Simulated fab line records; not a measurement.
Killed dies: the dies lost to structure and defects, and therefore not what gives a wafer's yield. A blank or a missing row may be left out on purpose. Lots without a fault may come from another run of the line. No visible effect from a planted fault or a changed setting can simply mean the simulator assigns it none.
Problem report, 8D (eight disciplines) form, completed by code :: flow nand_harc :: the parts of the form that need people (team, actions taken, sign-off) are left out

1. PROBLEM STATEMENT
Wafers without a fault read 57, standard deviation 20; killed_at_array at NHARC_END_SORT_01 reads a mean of 182 on 2 wafers belonging to 2 lots. That is +6.2 standard deviations from the usual mean.
First seen on wafer L468.3, day 28 16:04, on prober-02. Wafers with a number at this step in the record: 5, from 2 lots. The rule behind "out" and "out of limits": a value lying over 4 standard deviations away from the usual mean. Any other wafer with a number is counted as sound.

2. WHAT IT IS AND WHAT IT IS NOT
question: which readings at this step
is: killed_at_array, killed_dies
is not: killed_at_periphery, killed_open, killed_short

question: which lots
is: L468, L470
is not: -

question: which wafers of those lots
is: L468.3, L470.3
is not: L468.2, L470.2, L470.6

question: read on which gauges
is: prober-02
is not: -

question: when
is: from day 28 16:04
is not: up to then (1 sound wafer); but 2 sound wafers of L470 came after

3. WHAT RULES OUT EACH SUSPECT
Counting: a tool at a process step up to the reading stays a suspect if it ran every lot that is out. Sound lots after the first of them don't rule it out here, since some wafers of a struck lot are sound.
- the gauge at NHARC_END_SORT_01: ruled out. All the wafers that are out were read on prober-02, but those of them that NHARC_A_CHANNEL_FILL_D2_ETCHBACK_20 has rows for are out there too, on other tools.
- har_etch-01 at NHARC_A_CHANNEL_HOLE_D2_ETCH_19 (etches the open film in C4F8/O2/Ar, time 34.5 s): kept. It ran every lot that is out, first L468 (day 17 09:44).
- har_etch-01 at NHARC_A_CHANNEL_HOLE_D2_ETCH_27 (etches the open film in C4F8/O2/Ar, time 90 s, target depth 400 nm): kept. It ran every lot that is out, first L468 (day 17 13:43).
- rie_diel-13 at NHARC_A_CHANNEL_FILL_D2_ETCHBACK_20 (etches the open film in C4F8/O2/Ar, target depth 27 nm, time 13.5 s): kept. It ran every lot that is out, first L468 (day 18 17:05). Out on those wafers are its own readings of oes_product_au.
The count leaves har_etch-01 at NHARC_A_CHANNEL_HOLE_D2_ETCH_19, har_etch-01 at NHARC_A_CHANNEL_HOLE_D2_ETCH_27, and rie_diel-13 at NHARC_A_CHANNEL_FILL_D2_ETCHBACK_20.

4. THE CAUSE (what the simulator had put in)
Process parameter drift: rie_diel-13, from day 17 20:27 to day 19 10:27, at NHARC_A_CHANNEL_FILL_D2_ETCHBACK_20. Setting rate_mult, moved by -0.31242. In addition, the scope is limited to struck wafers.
Counting leaves 3 suspects; this tool is one of them.

5. THE CHAIN OF EFFECTS, in route order
Rows list readings where the struck wafers' mean (over those with a number) sits beyond 3 standard deviations from the usual. Readings are gone through only where the record gives a usual standard deviation; hours: the median, over the lots, of the time from a lot's start at the first step in this table giving one to that lot's start at this step; sigmas: the change measured in usual standard deviations.
hours: 0
step: NHARC_A_CHANNEL_FILL_D2_ETCHBACK_20
reading: oes_product_au
usual: 1.002 a.u.
on struck wafers: 0.779
change: -0.223
sigmas: -12

hours: 243
step: NHARC_END_SORT_01
reading: killed_at_array
usual: 57
on struck wafers: 182
change: +125
sigmas: +6.2

hours: 243
step: NHARC_END_SORT_01
reading: killed_dies
usual: 62
on struck wafers: 186
change: +124
sigmas: +5.9
Its process steps:
- NHARC_A_CHANNEL_FILL_D2_ETCHBACK_20: etches the open film in C4F8/O2/Ar, target depth 27 nm, time 13.5 s.

6. HOW IT WOULD HAVE BEEN CAUGHT EARLIER
Counted from the fault's start at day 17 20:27, it took 260 hours until the first out-of-limits reading at a measuring or inspecting step in this record, taken at day 28 16:04.
The tool's own readings at NHARC_A_CHANNEL_FILL_D2_ETCHBACK_20 were out on every struck wafer that the step has a row for (oes_product_au): an alarm limit on them would have fired on the first of those.
All the lots that are out (2) had begun NHARC_A_CHANNEL_FILL_D2_ETCHBACK_20 on rie_diel-13 by day 28 16:04. Holding the tool at that point would not have protected any of them.
